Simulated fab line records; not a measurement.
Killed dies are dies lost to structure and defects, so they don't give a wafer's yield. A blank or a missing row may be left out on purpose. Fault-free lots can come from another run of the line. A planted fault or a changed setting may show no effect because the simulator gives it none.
Which tool was responsible? | flow n5Finfet | 72 wafers from 24 lots sampled at 3 of the route's 1938 steps

## WHAT THE GAUGES SHOWED, per wafer
N5_MOL_CONTACT_COAG_CD_MEAS_137 targets a cd of 16 nm. Usual: cdNm at 15.9 nm, with a standard deviation of 0.38.
lot  | measured     | on       | cdNm (nm)      | flag
L074 | day 5 06:49  | cdSem-02 | 16.1 16.6 16.4 | 
L075 | day 5 12:34  | cdSem-02 | 15.8 16.0 15.7 | 
L076 | day 5 19:14  | cdSem-03 | 15.7 15.8 16.1 | 
L077 | day 5 21:46  | cdSem-03 | 15.9 14.9 15.9 | 
L078 | day 6 01:01  | cdSem-01 | 16.3 16.1 16.2 | 
L079 | day 6 10:52  | cdSem-01 | 16.3 16.2 16.4 | 
L080 | day 6 14:40  | cdSem-01 | 16.1 15.5 16.4 | 
L081 | day 7 01:59  | cdSem-01 | 16.7 15.9 16.0 | 
L082 | day 7 07:29  | cdSem-03 | 15.9 15.6 16.7 | 
L083 | day 7 15:40  | cdSem-02 | 16.1 15.5 15.7 | 
L084 | day 7 15:55  | cdSem-03 | 16.3 16.2 16.4 | 
L085 | day 7 23:05  | cdSem-01 | 16.5 16.0 16.3 | 
L086 | day 8 07:14  | cdSem-03 | 16.3 15.8 16.1 | 
L087 | day 8 09:52  | cdSem-02 | 15.7 16.1 15.7 | 
L088 | day 8 14:41  | cdSem-02 | 15.9 15.3 15.7 | 
L089 | day 9 03:52  | cdSem-01 | 15.9 15.9 16.0 | 
L090 | day 9 04:25  | cdSem-01 | 15.5 15.6 15.5 | 
L091 | day 9 09:17  | cdSem-03 | 16.2 15.4 16.1 | 
L092 | day 9 18:02  | cdSem-03 | 15.5 15.2 15.6 | 
L093 | day 10 00:53 | cdSem-02 | 15.8 15.4 15.8 | 
L094 | day 10 03:16 | cdSem-03 | 15.9 16.3 16.1 | 
L095 | day 10 07:25 | cdSem-02 | 16.4 15.7 16.3 | 
L096 | day 10 17:43 | cdSem-02 | 15.8 15.3 15.9 | 
L097 | day 10 20:49 | cdSem-03 | 16.7 16.4 15.5 | 

N5_MOL_CONTACT_COAG_CD_MEAS_101 targets a cd of 16 nm. Usual: cdNm at 16.0 nm, with a standard deviation of 0.35.
lot  | measured     | on       | cdNm (nm)      | flag
L074 | day 5 08:04  | cdSem-02 | 16.0 16.2 16.1 | 
L075 | day 5 13:58  | cdSem-02 | 15.8 16.0 15.7 | 
L076 | day 5 20:55  | cdSem-02 | 16.1 16.3 15.6 | 
L077 | day 5 23:25  | cdSem-02 | 16.6 16.1 16.1 | 
L078 | day 6 02:16  | cdSem-03 | 15.9 16.3 16.2 | 
L079 | day 6 12:12  | cdSem-03 | 16.4 15.8 16.0 | 
L080 | day 6 16:04  | cdSem-02 | 16.8 16.5 16.2 | 
L081 | day 7 03:19  | cdSem-02 | 16.0 15.6 15.5 | 
L082 | day 7 09:06  | cdSem-02 | 16.3 15.6 16.2 | 
L083 | day 7 17:10  | cdSem-01 | 16.2 16.3 16.1 | 
L084 | day 7 17:32  | cdSem-03 | 15.1 15.2 15.1 | 
L085 | day 8 00:35  | cdSem-01 | 16.1 16.1 15.9 | 
L086 | day 8 08:30  | cdSem-01 | 15.8 15.8 15.7 | 
L087 | day 8 11:20  | cdSem-02 | 15.5 16.2 15.8 | 
L088 | day 8 16:04  | cdSem-01 | 15.7 15.3 16.1 | 
L089 | day 9 05:09  | cdSem-03 | 16.0 15.6 16.0 | 
L090 | day 9 06:00  | cdSem-02 | 16.0 16.6 15.8 | 
L091 | day 9 10:41  | cdSem-03 | 16.3 16.0 16.5 | 
L092 | day 9 19:26  | cdSem-01 | 15.7 16.4 16.2 | 
L093 | day 10 02:21 | cdSem-02 | 16.4 16.5 16.1 | 
L094 | day 10 04:52 | cdSem-01 | 16.5 16.2 16.5 | 
L095 | day 10 08:45 | cdSem-01 | 16.1 16.5 16.0 | 
L096 | day 10 19:10 | cdSem-01 | 16.4 16.1 16.2 | 
L097 | day 10 22:16 | cdSem-02 | 15.5 15.9 15.9 | 

## WHICH TOOL RAN EACH LOT (tool, then ch and the chambers of the sampled wafers, then the start)
lot  | N5_MOL_CONTACT_COAG_STRIP_96
L074 | rieDiel-04 ch 0,1,3, day 5 06:32
L075 | rieDiel-01 ch 0,2,3, day 5 12:17
L076 | rieDiel-01 ch 1,2, day 5 18:55
L077 | rieDiel-04 ch 0,2, day 5 21:30
L078 | rieDiel-04 ch 0,1,3, day 6 00:44
L079 | rieDiel-03 ch 1,3, day 6 10:36
L080 | rieDiel-01 ch 0,1, day 6 14:23
L081 | rieDiel-04 ch 1,2,3, day 7 01:43
L082 | rieDiel-01 ch 0,1, day 7 07:14
L083 | rieDiel-01 ch 0,2,3, day 7 15:24
L084 | rieDiel-04 ch 1,3, day 7 15:38
L085 | rieDiel-03 ch 0,2,3, day 7 22:49
L086 | rieDiel-03 ch 1,2,3, day 8 06:58
L087 | rieDiel-01 ch 0,1, day 8 09:34
L088 | rieDiel-01 ch 2,3, day 8 14:25
L089 | rieDiel-03 ch 0,1, day 9 03:35
L090 | rieDiel-04 ch 1,2,3, day 9 04:08
L091 | rieDiel-04 ch 0,1,2, day 9 09:01
L092 | rieDiel-03 ch 1,2, day 9 17:46
L093 | rieDiel-03 ch 0,2,3, day 10 00:37
L094 | rieDiel-01 ch 0,1, day 10 02:59
L095 | rieDiel-04 ch 0,3, day 10 07:08
L096 | rieDiel-03 ch 1,2,3, day 10 17:28
L097 | rieDiel-03 ch 1,2,3, day 10 20:32
- N5_MOL_CONTACT_COAG_STRIP_96: strips in N2/H2.

## WHAT THE TOOLS THEMSELVES READ (means of the sampled wafers that have a number; where no wafer has one, the mark that the record gives instead)
N5_MOL_CONTACT_COAG_STRIP_96. Usual: drypumpMotorCurrentA 5.6 A, standard deviation 0.45; h2FlowSccm 300.1 sccm, standard deviation 0.91; oesProductAu 0.77 a.u., standard deviation 0.067; rfVppV 122.0 V, standard deviation 1.3; showerheadPlenumPTorr 3.40 Torr, standard deviation 0.085; throttleValvePct 18.75 %, standard deviation 0.25.
lot  | tool       | drypumpMotorCurrentA (A) | h2FlowSccm (sccm) | oesProductAu (a.u.) | rfVppV (V) | showerheadPlenumPTorr (Torr) | throttleValvePct (%) | flag
L074 | rieDiel-04 | 6.0                      | 299.7             | 0.80                | 122.6      | 3.42                         | 18.89                | 
L075 | rieDiel-01 | 5.6                      | 300.3             | 0.81                | 122.0      | 3.38                         | 18.74                | 
L076 | rieDiel-01 | 5.0                      | 300.1             | 0.71                | 122.2      | 3.39                         | 18.92                | 
L077 | rieDiel-04 | 6.1                      | 299.4             | 0.73                | 121.3      | 3.33                         | 18.73                | 
L078 | rieDiel-04 | 6.0                      | 299.8             | 0.79                | 122.0      | 3.41                         | 18.89                | 
L079 | rieDiel-03 | 5.7                      | 299.8             | 0.71                | 121.9      | 3.43                         | 18.96                | 
L080 | rieDiel-01 | 5.4                      | 299.2             | 0.73                | 122.8      | 3.43                         | 18.80                | 
L081 | rieDiel-04 | 6.0                      | 300.5             | 0.77                | 121.2      | 3.40                         | 18.68                | 
L082 | rieDiel-01 | 5.3                      | 301.4             | 0.73                | 122.0      | 3.43                         | 18.82                | 
L083 | rieDiel-01 | 5.6                      | 300.5             | 0.79                | 122.1      | 3.37                         | 18.78                | 
L084 | rieDiel-04 | 6.0                      | 300.5             | 0.77                | 122.0      | 3.44                         | 18.78                | 
L085 | rieDiel-03 | 5.5                      | 300.0             | 0.75                | 122.2      | 3.43                         | 18.67                | 
L086 | rieDiel-03 | 5.5                      | 300.2             | 0.73                | 121.8      | 3.38                         | 18.79                | 
L087 | rieDiel-01 | 5.6                      | 300.9             | 0.75                | 121.9      | 3.38                         | 18.80                | 
L088 | rieDiel-01 | 5.7                      | 300.2             | 0.80                | 122.0      | 3.43                         | 18.67                | 
L089 | rieDiel-03 | 5.3                      | 299.5             | 0.78                | 121.9      | 3.46                         | 18.46                | 
L090 | rieDiel-04 | 6.0                      | 299.9             | 0.75                | 120.7      | 3.39                         | 18.71                | 
L091 | rieDiel-04 | 6.1                      | 300.6             | 0.76                | 122.3      | 3.35                         | 18.84                | 
L092 | rieDiel-03 | 5.3                      | 298.7             | 0.76                | 122.8      | 3.34                         | 18.63                | 
L093 | rieDiel-03 | 5.5                      | 300.6             | 0.84                | 122.4      | 3.42                         | 18.56                | 
L094 | rieDiel-01 | 5.6                      | 299.7             | 0.74                | 122.2      | 3.37                         | 18.83                | 
L095 | rieDiel-04 | 6.1                      | 300.6             | 0.72                | 122.2      | 3.37                         | 19.09                | 
L096 | rieDiel-03 | 5.5                      | 299.6             | 0.82                | 122.9      | 3.38                         | 18.68                | 
L097 | rieDiel-03 | 5.5                      | 300.0             | 0.80                | 120.6      | 3.38                         | 18.69                | 

## THE ANSWER, worked out from the rows above alone
Rule: a lot is off if the mean of its wafers that have a number lies more than 3 standard deviations from the usual mean. Also off: a lot with no number at a reading for which 4 or more lots have one. Where the step has rows for the other lots, those lots are counted as sound. The gauges are gone through in route order, then the tools' own readings, and for those a lot's mean is taken as printed above. At the first step where some lot is off, the reading lying furthest off is the one used; lots without a number count as furthest.
None of the lots is off at any reading shown; this tells nothing.

## WHAT WAS PUT IN BY THE SIMULATOR
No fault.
